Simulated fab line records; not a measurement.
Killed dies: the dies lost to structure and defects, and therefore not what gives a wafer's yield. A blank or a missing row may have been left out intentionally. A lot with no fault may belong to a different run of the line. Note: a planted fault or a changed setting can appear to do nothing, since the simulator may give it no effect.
A lot that was struck, set against a sound lot ; flow nandHarc ; 18 steps out of a route of 1302
Sound: wafers L294.2, L294.4, L294.5. Wafers L303.1, L303.4, L303.5 were the ones struck. The cause is named last.
Each step with rows lists, per side, the tool, then ch with its chambers, then its first start. Under that, the readings that differ: sound wafers ; struck wafers ; difference of the means ; sigmas: that difference in standard deviations of wafers without a fault.
alike: readings whose means differ by less than 2 such deviations, and words and numbers that are the same on both sides. not compared: withheld readings, readings that some wafer has no value for, bounds like >300 that may hide the same value, and numbers for which the record gives no deviation and whose values overlap.
A row with sigmas, a row that says differs or no value, or rows on one side alone: a step with any of these is where the two part. Numbers that have no deviation but don't overlap get no sigmas and don't part them. A reading missing from all wafers of one side parts the sides only when that side holds two or more wafers.

NHARC_P_GATE_CD_MEAS_46: target cd 720 nm.
  sound on cdSem-03 ch 0, day 8 04:39; struck on cdSem-03 ch 0, day 12 05:57
  alike: cdNm
then, 1 step without rows for these wafers: NHARC_P_GATE_HARDBAKE_47 (time 80 s).
NHARC_P_GATE_DESCUM_48: chemistry O2, time 3 s.
  sound on rieDiel-09 ch 2,3, day 8 04:49; struck on rieDiel-09 ch 0,1,3, day 12 06:08
reading;sound;struck;difference;sigmas
drypumpMotorCurrentA (A);6.4 5.7 6.4;5.0 5.7 5.1;-0.9;-2
  alike: o2FlowSccm, oesProductAu, rfVppV, showerheadPlenumPTorr, throttleValvePct
  not compared: rfHoursCounterH
next, for these wafers, 1 step has no rows: NHARC_P_GATE_IMPLANT_49.
NHARC_P_GATE_STRIP_111: strips in N2/H2, time 250 s.
  sound on plasmaAsher-02 ch 0,1, day 8 05:43; struck on plasmaAsher-02 ch 0,1, day 12 06:29
  alike: drypumpMotorCurrentA, heaterPowerW
  not compared: rfHoursCounterH
NHARC_P_GATE_STRIP_75: strips in O2.
  sound on plasmaAsher-02 ch 0,1, day 8 05:59; struck on plasmaAsher-02 ch 0,1, day 12 06:47
  alike: drypumpMotorCurrentA, heaterPowerW
  not compared: rfHoursCounterH
then, 6 steps without rows for these wafers: NHARC_P_GATE_STRIP_50 (strips in SPM, time 900 s); NHARC_P_GATE_DEHYDRATE_51 (time 120 s); NHARC_P_GATE_HMDS_52 (time 30 s); NHARC_P_GATE_COAT_53; NHARC_P_GATE_SOFTBAKE_54 (time 95 s); NHARC_P_GATE_EBR_55.
NHARC_P_GATE_EXPOSE_56: exposes mask P PSD, target cd 720 nm.
  sound on krfScanner-04 ch 0, day 8 06:46; struck on krfScanner-04 ch 0, day 12 07:33
reading;sound;struck;difference;sigmas
mask;P_PSD#0 P_PSD#0 P_PSD#0;P_NSD#0 P_NSD#0 P_NSD#0;differs;
then, 2 steps without rows for these wafers: NHARC_P_GATE_PEB_57 (peb time 85 s); NHARC_P_GATE_DEVELOP_58 (time 70 s).
NHARC_P_GATE_CD_MEAS_59: target cd 720 nm.
  sound on cdSem-02 ch 0, day 8 06:55; struck on cdSem-01 ch 0, day 12 07:42
reading;sound;struck;difference;sigmas
cdNm (nm);717.7 715.9 718.9;- - -;no value on the struck wafers;
then, 1 step without rows for these wafers: NHARC_P_GATE_HARDBAKE_60 (time 80 s).
-- break in the record here, with 18 days between the starts of the struck wafers on either side (left off in module P_GATE, picked up again in module END, where the first step shown is number 1302 on the route) --
NHARC_END_SORT_01:
  at this point the record logs the struck wafers (prober-01 ch 0, day 30 17:28) and has no rows for the sound ones

== WHERE THEY PART ==
At NHARC_P_GATE_DESCUM_48 first; at NHARC_END_SORT_01 last (within this record only).

WHY: whatever the simulator had introduced
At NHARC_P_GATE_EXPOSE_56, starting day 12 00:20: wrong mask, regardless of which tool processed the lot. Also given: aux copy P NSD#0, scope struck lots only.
